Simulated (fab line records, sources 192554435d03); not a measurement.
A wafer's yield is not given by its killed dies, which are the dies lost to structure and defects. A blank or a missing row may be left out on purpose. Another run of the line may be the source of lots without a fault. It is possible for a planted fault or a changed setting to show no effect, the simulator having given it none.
A lot that was struck, set against a sound lot + flow n5_finfet + 23 out of 1938 route steps
Sound: wafers L442.4, L442.5, L442.6. Struck: wafers L432.1, L432.3. (L432.4 of the same lot was not struck and is left out.) The cause comes at the end.
Per side, at each step with rows, come the tool, then ch with its chambers, and then its first start. Under that, the readings that differ: sound wafers + struck wafers + difference of the means + sigmas: that difference in standard deviations of wafers without a fault.
alike: readings whose means differ by less than 2 such deviations, and words and numbers that are the same on both sides. not compared: withheld readings, readings that some wafer has no value for, bounds like >300 that may hide the same value, and numbers for which the record gives no deviation and whose values overlap.
Wherever a step has rows on one side only, a row that says differs or no value, or a row with sigmas, the two part there. Numbers that don't overlap but have no deviation are shown without sigmas and don't part them. Lack of a reading on every wafer of one side parts them only where that side has two or more wafers.

first, 9 steps without rows for these wafers: N5_BEOL_M7_SOFTBAKE_06 (time 60 s); N5_BEOL_M7_EXPOSE_08 (exposes mask M7); N5_BEOL_M7_PEB_09 (peb time 60 s); N5_BEOL_M7_DEVELOP_10 (develop time 30 s); N5_BEOL_M7_DESCUM_16 (chemistry O2, time 7.9 s); N5_BEOL_M7_ETCH_61 (etches SiARC in CF4, target depth 45.5 nm, time 75.8 s); N5_BEOL_M7_ETCH_62 (etches SOC in N2/H2, target depth 110 nm, overetch 22 nm, time 165 s); N5_BEOL_M7_STRIP_68 (strips in N2/H2); N5_BEOL_M7_STRIP_67 (strips in CF4).
N5_BEOL_M7_HM_OPEN_17: chemistry Cl2/BCl3, target TiN, target depth 20 nm, overetch 6 nm.
  sound on rie_metal-01 ch 0,1, day 14 19:38; struck on rie_metal-02 ch 0, day 12 03:25
  alike: bcl3_flow_sccm, drypump_motor_current_A, mfc_ar_sccm, oes_product_au, throttle_valve_pct
  not compared: rf_hours_counter_h
then, 10 steps without rows for these wafers: N5_BEOL_M7_STRIP_19 (strips in O2); N5_BEOL_M7_COAT_63 (time 60 s, resist thk 60 nm); N5_BEOL_M7_COAT_64 (time 60 s, resist thk 12 nm); N5_BEOL_M7_COAT_71 (time 60 s, resist thk 5 nm); N5_BEOL_M7_COAT_22 (resist thk 30 nm); N5_BEOL_M7_EBR_24; N5_BEOL_M7_SOFTBAKE_23 (time 60 s); N5_BEOL_M7_EXPOSE_25 (exposes mask V6, target cd 40 nm); N5_BEOL_M7_PEB_26 (peb time 60 s); N5_BEOL_M7_DEVELOP_27 (develop time 30 s).
N5_BEOL_M7_INSPECT_30: inspects for defects (brightfield).
  sound: defect_inspect-01 at day 14 21:59; struck: defect_inspect-02 at day 12 03:59
| reading          | sound       | struck    | difference | sigmas |
|------------------|-------------|-----------|------------|--------|
| raw_defect_count | 343 220 253 | 1673 1676 | +1402      | +15    |
then, 1 step without rows for these wafers: N5_BEOL_M7_DESCUM_33 (chemistry O2, time 7 s).
-- here the record skips 4 days between the struck wafers' starts before and after, leaving off in module BEOL_M7 and picking up in module PASSIVATION (first step shown: number 1936 of the route) --
N5_PASSIVATION_PROBE_49:
  sound: prober-01 at day 18 00:33; struck: prober-02 at day 15 22:21
| reading                  | sound          | struck    | difference | sigmas |
|--------------------------|----------------|-----------|------------|--------|
| defect_limited_yield (%) | 91.9 91.9 93.8 | 77.1 79.8 | -14.1      | -9     |
| killed_at_M4_up          | 15 14 17       | 179 170   | +159       | +34    |
| killed_dies              | 96 95 73       | 270 238   | +166       | +9     |
| sort_bin_5_function (%)  | 4.2 4.8 3.8    | 12.2 11.8 | +7.7       | +8     |
| sort_bin_6_memory (%)    | 3.3 2.4 2.2    | 5.7 4.4   | +2.4       | +3     |
| sort_n_pass              | 1084 1085 1107 | 910 942   | -166       | -8     |
| sort_yield_pct (%)       | 91.9 91.9 93.8 | 77.1 79.8 | -14.1      | -8     |
  alike: killed_at_M0_to_M3, killed_at_contacts, killed_at_front_end, killed_at_other, killed_open, killed_short

## WHERE THEY PART
Earliest at N5_BEOL_M7_INSPECT_30; latest, in this record, at N5_PASSIVATION_PROBE_49.

WHY: whatever the simulator had introduced
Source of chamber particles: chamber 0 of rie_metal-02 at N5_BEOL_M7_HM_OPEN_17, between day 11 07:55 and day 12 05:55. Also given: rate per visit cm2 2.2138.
